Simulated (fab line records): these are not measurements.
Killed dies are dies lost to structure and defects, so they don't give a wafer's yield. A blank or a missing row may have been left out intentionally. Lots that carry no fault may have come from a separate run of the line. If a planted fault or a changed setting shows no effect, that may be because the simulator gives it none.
fab line records	flow n5-finfet
record lots=10	wafers=29	last-day=18
route steps=1938 shown BEOL_M4@1111 PAD_METAL@1896 PASSIVATION@1925
lots untouched by any fault: they come from a run of this same line in which no faults occurred
start-h: hours from the record's first day to the start of the lot's first wafer shown	wait-h: time in hours since the lot's previous step	" identical to the entry in the row above	L1.1+2: a single row standing in for several wafers	- no value present, or no start provided	* or withheld: withheld	< > ~ a bound
route shown NAME@n: a module of which the file shows steps, and the number in the route of the first	usual: mean/standard deviation taken from wafers without a fault	same: alike in all rows	chamber/n: place in a boat	sites: each site's reading	_std_site: how widely they spread, as a standard deviation	_edge_site: mean of outer sites minus mean of inner sites	radius-mm: how far each site lies from the wafer's centre	mask NAME#n: copy n	behind: the most recent tool/chamber to have shaped the wafer	hold: why the lot went on hold/how many hours it stayed there/how the hold came to an end	device: the transistor (n, p or np) that didn't switch	end of line: tests of these same wafers at the route's end	where a step has no rows: the recipe by itself	killed: the dies lost at the first sort to structure and to defects; this is not the yield of the wafer	map: a wafer's dies, marking killed ones x, the rest . and places with no die _
set.NAME: the setting that was run; set.NAME@STEP: the one run at that earlier step	model.NAME: the simulator's own value behind a step, which no gauge read
the route's steps for a sample of lots (tables are steps, rows are wafers)
services: when a tool's chamber went out of use (start-h, in hours from the record's first day, below 0 if earlier), for how many hours, and the reason
## steps
# step N5_BEOL_M4_RC_MEAS_101
# usual DIBL_N=36.0/2.5	DIBL_P=36.2/3	IOFF_N=0.16/0.044	IOFF_P=0.21/0.049	ION_N=671/15	ION_P=461/8.7	SS_N=71.5/0.72	SS_P=73.4/0.9	VT_N=251/4.4	VT_P=-250/4
lot.wafer	tool	chamber	start-h	wait-h	DIBL_N[mV/V]	DIBL_P[mV/V]	IOFF_N[nA/um]	IOFF_P[nA/um]	ION_N[uA/um]	ION_P[uA/um]	SS_N[mV/dec]	SS_P[mV/dec]	VT_N[mV]	VT_P[mV]
L190.2	prober-01	0	222.69	0.2	34.1	32.0	0.11	0.14	661	453	70.8	72.9	259	-259
L190.4	"	0	"	"	36.0	35.3	0.13	0.16	658	450	71.4	73.9	255	-258
L190.5	"	0	"	"	37.1	37.1	0.15	0.20	654	455	72.1	74.2	251	-254
L189.3	prober-02	0	223.87	0.3	37.0	36.6	0.16	0.20	669	457	72.0	73.2	254	-252
L189.5	"	0	"	"	36.0	35.6	0.14	0.19	663	460	71.0	72.6	255	-251
L189.6	"	0	"	"	39.7	40.1	0.21	0.26	700	473	72.0	74.0	246	-249
L192.1	prober-02	0	244.31	0.0	35.8	35.0	0.13	0.19	662	459	71.5	73.2	253	-253
L192.4	"	0	"	"	38.2	37.5	0.17	0.22	672	463	72.1	73.5	249	-247
L192.6	"	0	"	"	35.3	33.7	0.13	0.18	662	464	71.2	72.7	252	-252
L193.1	prober-02	0	251.89	0.0	36.6	36.2	0.16	0.21	666	452	71.6	73.5	252	-250
L193.2	"	0	"	"	38.0	37.7	0.18	0.22	680	460	71.9	74.1	249	-253
L193.3	"	0	"	"	30.6	28.6	0.08	0.11	656	446	70.4	71.3	259	-260
L195.1	prober-01	0	258.40	0.0	36.0	36.7	0.15	0.22	671	461	71.7	73.2	252	-247
L195.3	"	0	"	"	36.6	38.2	0.17	0.24	686	471	71.6	74.0	250	-244
L195.5	"	0	"	"	35.9	35.8	0.15	0.19	658	450	72.3	73.3	254	-253
L194.2	prober-02	0	260.87	0.2	40.2	39.5	0.21	0.29	695	476	72.0	74.3	243	-245
L194.3	"	0	"	"	38.9	37.9	0.18	0.24	676	471	72.1	73.6	247	-248
L194.4	"	0	"	"	38.6	36.6	0.17	0.22	668	456	71.9	73.7	250	-250
L198.1	prober-02	0	271.01	0.0	37.8	37.9	0.20	0.22	691	461	71.4	74.0	245	-252
L198.3	"	0	"	"	34.2	32.6	0.12	0.15	660	448	71.2	72.5	254	-254
L198.6	"	0	"	"	38.7	38.6	0.23	0.25	700	463	72.4	74.3	243	-251
L197.1	prober-02	0	275.70	0.0	34.1	35.5	0.13	0.21	669	466	71.0	73.4	251	-248
L197.5	"	0	"	"	37.7	38.3	0.21	0.25	676	466	72.5	74.1	247	-247
L197.6	"	0	"	"	34.2	35.0	0.14	0.20	667	466	71.3	73.2	249	-252
L196.1	prober-01	0	276.68	0.0	34.6	35.0	0.12	0.17	659	452	70.8	72.6	257	-250
L196.4	"	0	"	"	38.4	39.2	0.19	0.25	686	464	71.7	74.5	248	-249
L196.5	"	0	"	"	39.2	41.3	0.21	0.28	685	466	72.1	73.9	247	-249
L205.2	prober-02	0	318.85	0.2	37.1	38.2	0.17	0.21	685	470	71.1	74.5	253	-253
L205.5	"	0	"	"	34.0	34.5	0.12	0.16	675	460	70.8	73.5	252	-258
# step N5_PASSIVATION_AL_DEP_21
# recipe material=Al	target-thk-a=28000	temp-c=400	time-s=170	power-w=30000	chamber-pressure-pa=0.4	gas=Ar
# usual throttle-valve-pct=29.8/0.84
lot.wafer	tool	chamber	start-h	wait-h	throttle-valve-pct
L190.2	pvd-sputter-03	-	331.57	0.1	28.7
L190.4	"	-	"	"	28.7
L190.5	"	-	"	"	30.6
L189.3	pvd-sputter-02	-	332.28	0.1	30.3
L189.5	"	-	"	"	30.3
L189.6	"	-	"	"	29.6
L192.1	pvd-sputter-02	-	337.76	0.1	30.0
L192.4	"	-	"	"	30.7
L192.6	"	-	"	"	30.3
L193.1	pvd-sputter-03	-	342.45	0.1	30.5
L193.2	"	-	"	"	29.2
L193.3	"	-	"	"	30.7
L195.1	pvd-sputter-03	-	346.44	0.1	29.2
L195.3	"	-	"	"	31.1
L195.5	"	-	"	"	29.3
L194.2	pvd-sputter-03	-	356.74	0.1	30.9
L194.3	"	-	"	"	30.5
L194.4	"	-	"	"	29.2
L197.1	pvd-sputter-03	-	369.76	0.1	30.6
L197.5	"	-	"	"	29.1
L197.6	"	-	"	"	28.4
L198.1	pvd-sputter-03	-	371.44	0.1	31.0
L198.3	"	-	"	"	29.1
L198.6	"	-	"	"	28.6
L196.1	pvd-sputter-01	-	371.54	0.1	28.3
L196.4	"	-	"	"	30.1
L196.5	"	-	"	"	28.7
L205.2	pvd-sputter-01	-	417.03	0.1	30.2
L205.5	"	-	"	"	28.4
# step N5_PASSIVATION_CD_MEAS_44
# recipe target-cd-nm=40000	landing-energy-ev=500	detector=se-inlens
# usual cd-nm=40000/4.9
lot.wafer	tool	chamber	start-h	wait-h	cd-nm
L190.2	cd-sem-02	0	334.18	-	39994
L190.4	"	0	"	"	40005
L190.5	"	0	"	"	40002
L189.3	cd-sem-02	0	334.63	-	39990
L189.5	"	0	"	"	39998
L189.6	"	0	"	"	39992
L192.1	cd-sem-01	0	340.26	-	40006
L192.4	"	0	"	"	40001
L192.6	"	0	"	"	40007
L193.1	cd-sem-03	0	344.74	-	40003
L193.2	"	0	"	"	40008
L193.3	"	0	"	"	40008
L195.1	cd-sem-02	0	348.64	-	40001
L195.3	"	0	"	"	39996
L195.5	"	0	"	"	39989
L194.2	cd-sem-02	0	359.08	-	40000
L194.3	"	0	"	"	40003
L194.4	"	0	"	"	39996
L197.1	cd-sem-03	0	372.12	-	39995
L197.5	"	0	"	"	40001
L197.6	"	0	"	"	40001
L198.1	cd-sem-02	0	374.03	-	39993
L198.3	"	0	"	"	39996
L198.6	"	0	"	"	39990
L196.1	cd-sem-01	0	374.19	-	39993
L196.4	"	0	"	"	39988
L196.5	"	0	"	"	39995
L205.2	cd-sem-03	0	419.37	-	40000
L205.5	"	0	"	"	40005
# step N5_PASSIVATION_INSPECT_67
# recipe mode=adi	inspect-instrument=macro
# usual raw-defect-count=2.2/1.5
lot.wafer	tool	chamber	start-h	wait-h	raw-defect-count
L190.2	defect-inspect-02	-	334.23	0.0	2
L190.4	"	-	"	"	1
L190.5	"	-	"	"	3
L189.3	defect-inspect-02	-	334.69	0.0	2
L189.5	"	-	"	"	2
L189.6	"	-	"	"	2
L192.1	defect-inspect-01	-	340.31	0.0	1
L192.4	"	-	"	"	5
L192.6	"	-	"	"	2
L193.1	defect-inspect-02	-	344.80	0.0	2
L193.2	"	-	"	"	3
L193.3	"	-	"	"	6
L195.1	defect-inspect-02	-	348.70	0.0	1
L195.3	"	-	"	"	1
L195.5	"	-	"	"	3
L194.2	defect-inspect-01	-	359.13	0.0	4
L194.3	"	-	"	"	2
L194.4	"	-	"	"	1
L197.1	defect-inspect-01	-	372.18	0.0	0
L197.5	"	-	"	"	3
L197.6	"	-	"	"	1
L198.1	defect-inspect-02	-	374.08	0.0	1
L198.3	"	-	"	"	6
L198.6	"	-	"	"	2
L196.1	defect-inspect-01	-	374.25	0.0	1
L196.4	"	-	"	"	0
L196.5	"	-	"	"	2
L205.2	defect-inspect-01	-	419.42	0.0	4
L205.5	"	-	"	"	4
# step N5_PASSIVATION_ETCH_54
# recipe chemistry=CHF3/O2	target=SiO2	target-depth-a=8800	CHF3_flow_sccm=50	O2_flow_sccm=5	Ar_flow_sccm=200	time-s=440	mask-material=PR	pressure-mtorr=30	source-w=650	bias-w=170	ion-energy-ev=200
# usual chamber-pressure-mTorr=30.002/0.025	drypump-motor-current-A=5.8/0.42	oes_o_777_au=0.80/0.099	oes-product-au=0.80/0.095	rf-vpp-V=523/15	showerhead-plenum-p-Torr=2.40/0.082	throttle-valve-pct=18.84/0.27
lot.wafer	tool	chamber	start-h	wait-h	chamber-pressure-mTorr	drypump-motor-current-A	oes_o_777_au	oes-product-au	rf-hours-counter-h	rf-vpp-V	showerhead-plenum-p-Torr	throttle-valve-pct
L190.2	rie-diel-05	3	334.53	0.1	30.041	5.7	0.89	0.88	31	533	2.46	18.45
L190.4	"	1	"	"	29.995	4.7	0.97	0.98	-	534	2.48	18.88
L190.5	"	3	"	"	29.955	5.6	0.88	0.89	-	535	2.46	18.46
L189.3	rie-diel-01	2	334.98	0.1	29.987	5.7	0.72	0.71	240	541	2.46	19.29
L189.5	"	2	"	"	29.991	5.7	0.72	0.72	-	539	2.46	19.27
L189.6	"	3	"	"	29.956	5.7	0.70	0.72	-	521	2.37	18.93
L192.1	rie-diel-01	2	340.80	0.1	30.005	5.7	0.73	0.71	243	540	2.46	19.30
L192.4	"	1	"	"	30.005	6.6	0.85	0.83	53	523	2.45	18.31
L192.6	"	2	"	"	30.012	5.7	0.72	0.71	-	540	2.46	19.29
L193.1	rie-diel-01	0	345.09	0.1	30.049	6.3	0.89	0.88	50	498	2.57	19.07
L193.2	"	3	"	"	30.022	5.7	0.69	0.71	235	521	2.37	18.94
L193.3	"	1	"	"	30.005	6.5	0.84	0.83	55	522	2.45	18.32
L195.1	rie-diel-01	0	348.99	0.1	30.007	6.3	0.89	0.82	51	499	2.57	19.07
L195.3	"	1	"	"	29.959	6.5	0.85	0.78	57	521	2.45	18.32
L195.5	"	0	"	"	30.025	6.3	0.89	0.87	-	498	2.57	19.07
L194.2	rie-diel-01	1	359.43	0.1	30.007	6.6	0.83	0.83	61	523	2.45	18.32
L194.3	"	3	"	"	29.991	5.8	0.69	0.66	241	522	2.37	18.93
L194.4	"	0	"	"	30.014	6.2	0.88	0.87	56	498	2.57	19.09
L197.1	rie-diel-02	3	372.49	0.1	29.977	5.9	0.85	0.83	88	516	2.33	18.85
L197.5	"	0	"	"	30.047	5.3	0.99	0.97	-	495	2.37	18.75
L197.6	"	3	"	"	29.978	5.9	0.85	0.82	-	516	2.33	18.87
L198.1	rie-diel-01	1	374.68	0.1	29.994	6.6	0.83	0.77	68	523	2.44	18.33
L198.3	"	0	"	"	29.996	6.3	0.87	0.81	63	498	2.57	19.10
L198.6	"	1	"	"	29.986	6.6	0.83	0.81	-	523	2.44	18.33
L196.1	rie-diel-02	0	375.16	0.1	30.027	5.3	0.97	0.96	5	495	2.37	18.74
L196.4	"	1	"	"	29.996	5.9	0.67	0.68	221	538	2.27	18.81
L196.5	"	0	"	"	29.988	5.3	0.98	0.97	-	496	2.37	18.72
L205.2	rie-diel-02	1	419.97	0.1	30.005	5.9	0.66	0.67	237	536	2.26	18.84
L205.5	"	3	"	"	30.021	5.9	0.84	0.80	-	515	2.33	18.86
# step N5_PASSIVATION_PROBE_49
# usual defect-limited-yield=91.7/1.4	killed_at_M0_to_M3=31/11	killed_at_M4_up=13/4.6	killed-at-contacts=13/6.7	killed-at-front-end=39/9.6	killed-at-other=3.5/2.8	killed-dies=98/16	killed-on-rim=13/4.2	killed-open=64/11	killed-short=33/8.5	sort_bin_5_function=4.9/0.96	sort_bin_6_memory=3.1/0.59	sort_bin_8_speed=0.2/1.3	sort-n-pass=1080/23	sort-yield-pct=91.5/1.9
# same gross-dies=1180	killed-at-back-side=0	sort_bin_4_leakage[%]=0
lot.wafer	tool	chamber	start-h	wait-h	defect-limited-yield[%]	killed_at_M0_to_M3	killed_at_M4_up	killed-at-contacts	killed-at-front-end	killed-at-other	killed-dies	killed-on-rim	killed-open	killed-short	sort_bin_5_function[%]	sort_bin_6_memory[%]	sort_bin_8_speed[%]	sort-n-pass	sort-yield-pct[%]
L190.2	prober-01	-	337.36	0.1	91.7	21	16	11	42	8	98	9	70	24	4.9	3.3	0	1082	91.7
L190.4	prober-01	-	337.46	0.2	93.0	22	13	9	35	4	83	9	57	24	4.2	2.8	0	1097	93.0
L190.5	prober-01	-	337.51	0.2	91.4	26	10	15	47	3	101	14	60	41	4.7	3.7	0	1079	91.4
L189.3	prober-02	-	337.86	0.1	90.2	34	13	10	58	1	116	11	71	36	5.6	3.2	0	1064	90.2
L189.6	prober-02	-	338.01	0.3	92.1	31	4	7	50	1	93	17	50	37	4.5	2.5	0	1087	92.1
L192.1	prober-01	-	343.61	0.0	93.4	33	9	4	29	3	78	10	47	31	4.2	2.3	0	1102	93.4
L192.6	prober-01	-	343.86	0.3	91.1	57	6	5	37	0	105	14	65	40	5.0	3.3	0	1075	91.1
L193.1	prober-01	-	347.89	0.0	93.3	27	12	7	24	9	79	10	58	21	3.8	2.6	0	1101	93.3
L193.2	prober-01	-	347.94	0.1	92.8	28	6	11	32	8	85	11	60	23	4.7	2.3	0	1095	92.8
L193.3	prober-01	-	347.99	0.1	91.4	23	12	32	32	3	102	7	68	32	4.2	4.0	0	1078	91.4
L195.1	prober-01	-	351.79	0.0	0	27	14	16	45	1078	1180	152	68	36	96.1	3.6	0	0	0
L195.3	prober-01	-	351.89	0.1	0	40	10	8	35	1087	1180	152	58	35	96.8	3.1	0	0	0
L195.5	prober-01	-	351.99	0.2	91.9	36	11	6	35	7	95	15	60	34	4.0	3.7	0	1085	91.9
L194.2	prober-01	-	362.26	0.1	91.6	34	20	20	23	2	99	12	61	37	6.2	1.9	0	1081	91.6
L194.3	prober-01	-	362.31	0.1	0	20	12	19	25	1104	1180	152	53	24	97.6	2.3	0	0	0
L194.4	prober-01	-	362.36	0.2	92.4	21	27	12	30	0	90	13	61	29	4.1	3.1	0	1090	92.4
L197.1	prober-02	-	375.27	0.0	92.1	27	17	10	39	0	93	11	66	23	4.2	3.5	0.1	1087	92.1
L197.5	prober-02	-	375.47	0.2	89.9	42	14	7	52	4	119	21	78	37	5.8	3.7	0	1061	89.9
L197.6	prober-02	-	375.52	0.3	91.2	28	11	7	55	3	104	14	69	33	5.1	3.6	0	1076	91.2
L198.1	prober-02	-	377.50	0.0	0	48	4	8	41	1079	1180	152	60	42	96.1	3.3	0	0	0
L198.3	prober-02	-	377.60	0.1	0	27	5	3	44	1101	1180	152	56	33	97.2	2.4	0	0	0
L198.6	prober-02	-	377.75	0.3	92.4	36	5	14	32	3	90	9	63	25	4.8	2.5	0	1090	92.4
# killed by level:class
L190.2 MOL_CONTACT_COAG:geometric-particle:open=11 DUMMY_GATE:geometric-particle:open=9 STI_FIN_REVEAL:geometric-particle:open=6 GATE_CUT:geometric-particle:open=6 BEOL_M4:geometric-particle:open=6 FIN_SAQP:geometric-particle:short=5 BEOL_M2:geometric-particle:open=5 GATE_CUT:geometric-particle:short=4
L190.4 MOL_CONTACT_COAG:geometric-particle:open=8 BEOL_M1:geometric-particle:open=7 BEOL_M4:geometric-particle:open=6 FIN_SAQP:geometric-particle:open=5 BEOL_M2:geometric-particle:open=5 STARTING-WAFER:geometric-particle:open=5 STI_FIN_REVEAL:geometric-particle:open=4 DUMMY_GATE:geometric-particle:open=4
L190.5 MOL_CONTACT_COAG:geometric-particle:open=11 FIN_SAQP:geometric-particle:short=9 BEOL_M1:geometric-particle:open=6 STI_FIN_REVEAL:geometric-particle:open=6 GATE_CUT:geometric-particle:short=6 FIN_SAQP:geometric-particle:open=5 BEOL_M0_SAQP:geometric-particle:open=5 BEOL_M3:geometric-particle:open=5
L189.3 FIN_SAQP:geometric-particle:open=14 FIN_SAQP:geometric-particle:short=8 MOL_CONTACT_COAG:geometric-particle:open=8 STI_FIN_REVEAL:geometric-particle:open=7 BEOL_M0_SAQP:geometric-particle:open=7 BEOL_M3:geometric-particle:open=7 BEOL_M4:geometric-particle:open=7 HKMG_FIN:area-etch=7
L189.6 BEOL_M0_SAQP:geometric-particle:open=13 GATE_CUT:geometric-particle:short=9 FIN_SAQP:geometric-particle:short=7 FIN_SAQP:geometric-particle:open=6 STI_FIN_REVEAL:geometric-particle:open=6 HKMG_FIN:area-etch=6 BEOL_M3:geometric-particle:open=5 MOL_CONTACT_COAG:geometric-particle:open=4
L192.1 BEOL_M0_SAQP:geometric-particle:open=10 FIN_SAQP:geometric-particle:open=9 BEOL_M0_SAQP:geometric-particle:short=7 BEOL_M1:geometric-particle:open=6 BEOL_M3:geometric-particle:short=6 FIN_SAQP:geometric-particle:short=5 STARTING-WAFER:geometric-particle:short=4 STARTING-WAFER:geometric-particle:open=3
L192.6 BEOL_M0_SAQP:geometric-particle:open=18 BEOL_M0_SAQP:geometric-particle:short=14 STI_FIN_REVEAL:geometric-particle:open=12 FIN_SAQP:geometric-particle:open=5 FIN_SAQP:geometric-particle:short=5 GATE_CUT:geometric-particle:short=5 BEOL_M1:geometric-particle:open=5 BEOL_M2:geometric-particle:open=5
L193.1 BEOL_M3:geometric-particle:open=9 BEOL_M4:geometric-particle:open=8 STI_FIN_REVEAL:geometric-particle:open=6 DUMMY_GATE:geometric-particle:open=6 FIN_SAQP:geometric-particle:open=5 MOL_CONTACT_COAG:geometric-particle:open=5 BEOL_M1:geometric-particle:open=5 FIN_SAQP:geometric-particle:short=4
L193.2 MOL_CONTACT_COAG:geometric-particle:open=9 STI_FIN_REVEAL:geometric-particle:open=7 BEOL_M3:geometric-particle:open=7 FIN_SAQP:geometric-particle:open=6 DUMMY_GATE:geometric-particle:open=6 BEOL_M0_SAQP:geometric-particle:short=6 GATE_CUT:geometric-particle:short=5 BEOL_M0_SAQP:geometric-particle:open=5
L193.3 MOL_CONTACT_COAG:geometric-particle:open=25 BEOL_M3:geometric-particle:open=8 MOL_CONTACT_COAG:geometric-particle:short=7 FIN_SAQP:geometric-particle:open=6 STI_FIN_REVEAL:geometric-particle:open=5 GATE_CUT:geometric-particle:short=4 BEOL_M0_SAQP:geometric-particle:open=4 FIN_SAQP:geometric-particle:short=3
L195.1 PASSIVATION:area-etch=1074 MOL_CONTACT_COAG:geometric-particle:open=12 FIN_SAQP:geometric-particle:open=10 GATE_CUT:geometric-particle:short=7 FIN_SAQP:geometric-particle:short=6 GATE_CUT:geometric-particle:open=6 BEOL_M0_SAQP:geometric-particle:open=6 DUMMY_GATE:geometric-particle:open=5
L195.3 PASSIVATION:area-etch=1085 BEOL_M0_SAQP:geometric-particle:open=14 GATE_CUT:geometric-particle:short=8 MOL_CONTACT_COAG:geometric-particle:open=7 FIN_SAQP:geometric-particle:short=6 BEOL_M1:geometric-particle:open=6 BEOL_M0_SAQP:geometric-particle:short=5 BEOL_M3:geometric-particle:open=5
L195.5 DUMMY_GATE:geometric-particle:open=8 STI_FIN_REVEAL:geometric-particle:open=7 BEOL_M0_SAQP:geometric-particle:short=7 BEOL_M0_SAQP:geometric-particle:open=7 BEOL_M1:geometric-particle:open=6 FIN_SAQP:geometric-particle:open=5 GATE_CUT:geometric-particle:short=5 MOL_CONTACT_COAG:geometric-particle:open=5
L194.2 MOL_CONTACT_COAG:geometric-particle:open=12 BEOL_M3:geometric-particle:open=9 MOL_CONTACT_COAG:geometric-particle:short=8 BEOL_M0_SAQP:geometric-particle:open=8 BEOL_M0_SAQP:geometric-particle:short=7 FIN_SAQP:geometric-particle:short=6 BEOL_M4:geometric-particle:open=6 STI_FIN_REVEAL:geometric-particle:open=5
L194.3 PASSIVATION:area-etch=1103 MOL_CONTACT_COAG:geometric-particle:open=14 BEOL_M2:geometric-particle:open=8 MOL_CONTACT_COAG:geometric-particle:short=5 FIN_SAQP:geometric-particle:open=4 FIN_SAQP:geometric-particle:short=4 STI_FIN_REVEAL:geometric-particle:open=4 DUMMY_GATE:geometric-particle:open=4
L194.4 MOL_CONTACT_COAG:geometric-particle:open=11 BEOL_M4:geometric-particle:open=10 FIN_SAQP:geometric-particle:short=7 STI_FIN_REVEAL:geometric-particle:open=7 BEOL_M2:geometric-particle:open=7 GATE_CUT:geometric-particle:short=6 BEOL_M1:geometric-particle:open=5 FIN_SAQP:geometric-particle:open=4
L197.1 FIN_SAQP:geometric-particle:open=11 BEOL_M2:geometric-particle:open=10 MOL_CONTACT_COAG:geometric-particle:open=9 STI_FIN_REVEAL:geometric-particle:open=6 ILD0:geometric-particle:open=6 BEOL_M1:geometric-particle:open=6 FIN_SAQP:geometric-particle:short=5 BEOL_M4:geometric-particle:open=5
L197.5 FIN_SAQP:geometric-particle:open=15 BEOL_M2:geometric-particle:open=15 FIN_SAQP:geometric-particle:short=13 BEOL_M0_SAQP:geometric-particle:open=8 BEOL_M0_SAQP:geometric-particle:short=8 BEOL_M4:geometric-particle:open=7 STI_FIN_REVEAL:geometric-particle:open=6 DUMMY_GATE:geometric-particle:open=5
L197.6 STI_FIN_REVEAL:geometric-particle:open=12 FIN_SAQP:geometric-particle:short=11 FIN_SAQP:geometric-particle:open=9 BEOL_M2:geometric-particle:open=7 MOL_CONTACT_COAG:geometric-particle:open=6 BEOL_M1:geometric-particle:open=6 BEOL_M3:geometric-particle:open=6 BEOL_M4:geometric-particle:open=5
L198.1 PASSIVATION:area-etch=1078 BEOL_M0_SAQP:geometric-particle:short=12 BEOL_M1:geometric-particle:open=10 BEOL_M2:geometric-particle:open=9 MOL_CONTACT_COAG:geometric-particle:open=8 BEOL_M0_SAQP:geometric-particle:open=8 GATE_CUT:geometric-particle:short=7 STI_FIN_REVEAL:geometric-particle:open=5
L198.3 PASSIVATION:area-etch=1091 GATE_CUT:geometric-particle:short=12 STI_FIN_REVEAL:geometric-particle:open=7 BEOL_M3:geometric-particle:open=6 BEOL_M0_SAQP:geometric-particle:short=6 FIN_SAQP:geometric-particle:open=5 DUMMY_GATE:geometric-particle:open=5 GATE_CUT:geometric-particle:open=5
L198.6 MOL_CONTACT_COAG:geometric-particle:open=12 BEOL_M0_SAQP:geometric-particle:open=11 BEOL_M0_SAQP:geometric-particle:short=9 STI_FIN_REVEAL:geometric-particle:open=7 DUMMY_GATE:geometric-particle:open=5 BEOL_M1:geometric-particle:open=5 BEOL_M3:geometric-particle:open=5 FIN_SAQP:geometric-particle:open=4
## services
tool	chamber	start-h	hours	kind
rie-diel-05	0	319.99	7.4	repair
rie-diel-02	0	327.18	-	clean
rie-diel-02	0	327.18	-	consumable-replace:focus-ring
rie-diel-02	0	327.18	35.0	scheduled-down
rie-diel-02	0	327.18	35.0	vent-cycle
rie-diel-05	2	332.38	-	clean
rie-diel-05	2	332.38	-	consumable-replace:focus-ring
rie-diel-05	2	332.38	17.7	scheduled-down
rie-diel-05	2	332.38	17.7	vent-cycle
rie-diel-01	2	350.29	6.7	repair
rie-diel-02	1	363.22	4.6	repair
pvd-sputter-01	-	363.48	2.4	repair
rie-diel-01	2	366.80	-	clean
rie-diel-01	2	366.80	-	consumable-replace:focus-ring
rie-diel-01	2	366.80	13.5	scheduled-down
rie-diel-01	2	366.80	13.5	vent-cycle
rie-diel-01	3	380.36	-	clean
rie-diel-01	3	380.36	-	consumable-replace:focus-ring
rie-diel-01	3	380.36	14.8	scheduled-down
rie-diel-01	3	380.36	14.8	vent-cycle
rie-diel-05	1	389.84	8.9	repair
rie-diel-05	2	397.86	5.2	repair
## key
first-sign step=N5_PASSIVATION_PROBE_49	reading=killed-at-other	direction=up	sigmas=99+	usual=3.5	struck=1089.8
effect step=N5_PASSIVATION_PROBE_49	reading=sort_bin_5_function	direction=up	sigmas=96	usual=4.9	struck=96.8
more-kills-born-at N5_PASSIVATION_ETCH_54@rie-diel-01=5431
met-at N5_PASSIVATION_ETCH_54
struck-lots L194,L195,L198
struck-wafers L194.3,L195.1,L195.3,L198.1,L198.3
later-rows-left-out L194.3,L195.1,L195.3,L198.1,L198.3
not-acting-at N5_PASSIVATION_AL_DEP_21,N5_PASSIVATION_CD_MEAS_44,N5_PASSIVATION_INSPECT_67
onset-between 345.09 348.99
fault kind=process-parameter-drift	tool=rie-diel-01	chamber=-	onset-h=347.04	steps=N5_PASSIVATION_ETCH_54	channel=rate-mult	offset=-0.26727	shape=step	end-h=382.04	scope=struck-wafers-only
# later-rows-left-out: the simulator's readings of these wafers behind a module that went badly wrong aren't trusted and aren't shown, but for the sort
